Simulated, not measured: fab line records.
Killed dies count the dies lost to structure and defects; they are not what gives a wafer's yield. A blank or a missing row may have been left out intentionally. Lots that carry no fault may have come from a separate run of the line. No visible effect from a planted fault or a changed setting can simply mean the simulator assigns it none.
A struck lot beside a sound one | flow nand_harc | 15 out of 1159 route steps
Sound: the wafers L947.4, L947.5, L947.6. Struck: wafers L956.2, L956.6 (left out: L956.1, a lot-mate that was not struck); the cause follows at the end.
At each step with rows: each side's tool, then ch and its chambers, then its first start. Under that, the readings that differ: sound wafers | struck wafers | difference of the means | sigmas: that difference in standard deviations of wafers without a fault.
alike: readings whose means differ by less than 2 such deviations, and words and numbers that are the same on both sides. not compared: withheld readings, readings that some wafer has no value for, bounds like >300 that may hide the same value, and numbers for which the record gives no deviation and whose values overlap.
Wherever a step has rows on one side only, a row that says differs or no value, or a row with sigmas, the two part there. Numbers that don't overlap but have no deviation are shown without sigmas and don't part them. Lack of a reading on every wafer of one side parts them only where that side has two or more wafers.

first, 6 steps without rows for these wafers: NHARC_P_CONTACT_COAT_06 (resist thk 90 nm); NHARC_P_CONTACT_SOFTBAKE_07 (time 55 s); NHARC_P_CONTACT_EBR_08; NHARC_P_CONTACT_EXPOSE_09 (exposes mask P CA, target cd 90 nm); NHARC_P_CONTACT_PEB_10 (peb time 65 s); NHARC_P_CONTACT_DEVELOP_11 (develop time 35 s).
NHARC_P_CONTACT_CD_MEAS_12: the cd target is 90 nm.
  sound on cd_sem-02 ch 0, day 5 18:01; struck on cd_sem-01 ch 0, day 8 07:16
  alike: cd_nm
NHARC_P_CONTACT_OVL_MEAS_13:
  sound on overlay-02 at day 5 18:06; struck on overlay-02 at day 8 07:22
  reading           | sound       | struck    | difference | sigmas
  overlay_x_nm (nm) | 0.6 0.6 0.8 | -1.9 -1.7 | -2.5       | -3
  alike: overlay_y_nm
NHARC_P_CONTACT_INSPECT_14:
  sound on defect_inspect-01 at day 5 18:08; struck on defect_inspect-01 at day 8 07:25
  alike: raw_defect_count
NHARC_P_CONTACT_DESCUM_17: chemistry O2, time 3 s.
  sound on rie_diel-09 ch 0,1,3, day 5 18:13; struck on rie_diel-09 ch 1,3, day 8 07:28
  alike: drypump_motor_current_A, oes_product_au, rf_vpp_V, showerhead_plenum_p_Torr, throttle_valve_pct
  not compared: rf_hours_counter_h
NHARC_P_CONTACT_ETCH_35: etches the open film in CF4, target depth 39 nm, time 65 s.
  sound on rie_diel-09 ch 1,2, day 5 18:17; struck on rie_diel-09 ch 0,1, day 8 07:33
  alike: drypump_motor_current_A, oes_product_au, rf_vpp_V, run_length_s, showerhead_plenum_p_Torr, throttle_valve_pct
  not compared: rf_hours_counter_h
NHARC_P_CONTACT_ETCH_36: etches the open film in N2/H2, target depth 260 nm, time 406.25 s.
  sound: rie_diel-09 ch 0,1; struck: rie_diel-09 ch 2,3
  alike: drypump_motor_current_A, oes_product_au, rf_vpp_V, run_length_s, showerhead_plenum_p_Torr, throttle_valve_pct
  not compared: rf_hours_counter_h
NHARC_P_CONTACT_ETCH_18: etches the open film in C4F8/O2/Ar, target depth 481 nm, time 240.5 s.
  sound on rie_diel-09 ch 1,2, day 5 18:42; struck on rie_diel-09 ch 0,3, day 8 07:56
  reading          | sound             | struck      | difference | sigmas
  run_length_s (s) | 261.3 261.3 261.9 | 206.7 206.8 | -54.8      | -99 or more
  alike: oes_product_au, rf_vpp_V
  not compared: rf_hours_counter_h
then, 1 step without rows for these wafers: NHARC_P_CONTACT_STRIP_37 (strips in C4F8/O2/Ar).
-- jump in the record: it breaks off in module P_CONTACT and resumes in module END (first step shown: number 1159 of the route), and 13 days separate the struck wafers' starts before and after --
NHARC_END_SORT_01:
  the record has rows for the struck wafers here (prober-02 ch 0, day 21 19:53) and none for the sound ones

== WHERE THEY PART ==
Last at NHARC_END_SORT_01 as far as this record goes, first at NHARC_P_CONTACT_OVL_MEAS_13.

WHY: whatever the simulator had introduced
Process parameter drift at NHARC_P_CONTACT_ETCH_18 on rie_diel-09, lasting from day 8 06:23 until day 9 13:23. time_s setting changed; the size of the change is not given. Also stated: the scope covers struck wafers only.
